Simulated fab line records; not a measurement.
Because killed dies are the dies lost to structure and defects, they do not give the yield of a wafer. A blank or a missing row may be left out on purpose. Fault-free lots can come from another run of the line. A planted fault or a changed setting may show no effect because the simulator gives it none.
Lot-split experiment    flow n5 finfet    route with 1938 steps; 7 lots, 21 wafers read

SPLIT DETAILS
At N5_MIM_BOT_SPUTTER_00 (material TiN, target thk 35 nm, time 89.7 s), the setting time s was moved away from the recipe's 89.7 s on 8 of the 21 wafers read, by -7.8% to +11.4%. This setting was run at the recipe's value on the other wafers.

The reading is taken at the split's own step.

THE READING
TiN_of_MIM_BOT_SPUTTER_00.thk nm (the simulator's own value, which no gauge read), in nm, at N5_MIM_BOT_SPUTTER_00 (material TiN, target thk 35 nm, time 89.7 s). The file gives no usual value for it. Across the 13 wafers here that went through the recipe, the average is 34.9 nm and the standard deviation 0.35 nm.

wafer   tool, chamber at the split  time s as run, s  against the recipe  TiN_of_MIM_BOT_SPUTTER_00.thk nm, nm  against lot-mates on the recipe
L077.1  pvd sputter-02, -           96.35             +7.4%               37.2                                  +2.8
L077.6  pvd sputter-02, -           96.35             +7.4%               37.2                                  +2.8
L077.2  pvd sputter-02, -           89.7              recipe              34.4                                  -
L081.2  pvd sputter-01, -           89.7              recipe              35.6                                  -
L081.4  pvd sputter-01, -           89.7              recipe              35.6                                  -
L081.5  pvd sputter-01, -           89.7              recipe              35                                    -
L083.4  pvd sputter-03, -           89.7              recipe              34.8                                  -
L083.6  pvd sputter-03, -           89.7              recipe              34.8                                  -
L083.5  pvd sputter-03, -           89.7              recipe              34.6                                  -
L084.1  pvd sputter-01, -           89.7              recipe              35                                    -
L084.4  pvd sputter-01, -           99.89             +11.4%              39.4                                  +4.4
L084.6  pvd sputter-01, -           99.89             +11.4%              39.4                                  +4.4
L088.1  pvd sputter-02, -           95.03             +5.9%               36.6                                  +1.6
L088.2  pvd sputter-02, -           89.7              recipe              35                                    -
L088.5  pvd sputter-02, -           95.03             +5.9%               36.8                                  +1.8
L090.2  pvd sputter-02, -           84.48             -5.8%               32.6                                  -2.1
L090.3  pvd sputter-02, -           89.7              recipe              34.8                                  -
L090.6  pvd sputter-02, -           89.7              recipe              34.6                                  -
L092.1  pvd sputter-02, -           89.7              recipe              34.8                                  -
L092.4  pvd sputter-02, -           82.7              -7.8%               31.8                                  -2.9
L092.5  pvd sputter-02, -           89.7              recipe              34.6                                  -

FIT RESULTS
A straight line over all 21 wafers: TiN_of_MIM_BOT_SPUTTER_00.thk nm changes by +0.371 nm for each +1% of time s; r = +0.98; the points scatter about the line by 0.36 nm.
The same after taking each lot's own level away (the mean of its wafers on the recipe; 21 wafers): +0.37 nm for each +1%; r = +0.99; scatter 0.22 nm.
On that fit, the largest move of time s shifts the reading by 4.2 nm.
Measured against the standard deviation above, the lots' own levels, which go from 34.40 to 35.40 nm, span 2.9 times it.
Consequently the slope shifts little with the lot-to-lot level, the two slopes agreeing.
Check: +4.11 nm against its lot-mates is what the line predicts for one of the wafers moved furthest among these (+11.4%) when that wafer is left out of the fit. It came out at +4.4 nm against them.

THE OTHER SPLITS THESE WAFERS WENT THROUGH
Note: prior to the reading, these wafers also went through further splits. Each is held against what the fit with the lots' levels taken away leaves over:
other split on the same wafers  wafers away from the commonest value  r with TiN_of_MIM_BOT_SPUTTER_00.thk nm (lot level and that fit taken away)
N5_BEOL_M13_ETCH_68 time s      9                                     +0.20
N5_BEOL_M15_ILD_DEP_00 time s   8                                     +0.04

THE FILE'S OWN FIT
TiN_of_MIM_BOT_SPUTTER_00.thk nm changes by +0.368 nm for each +1% of time s, r = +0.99.
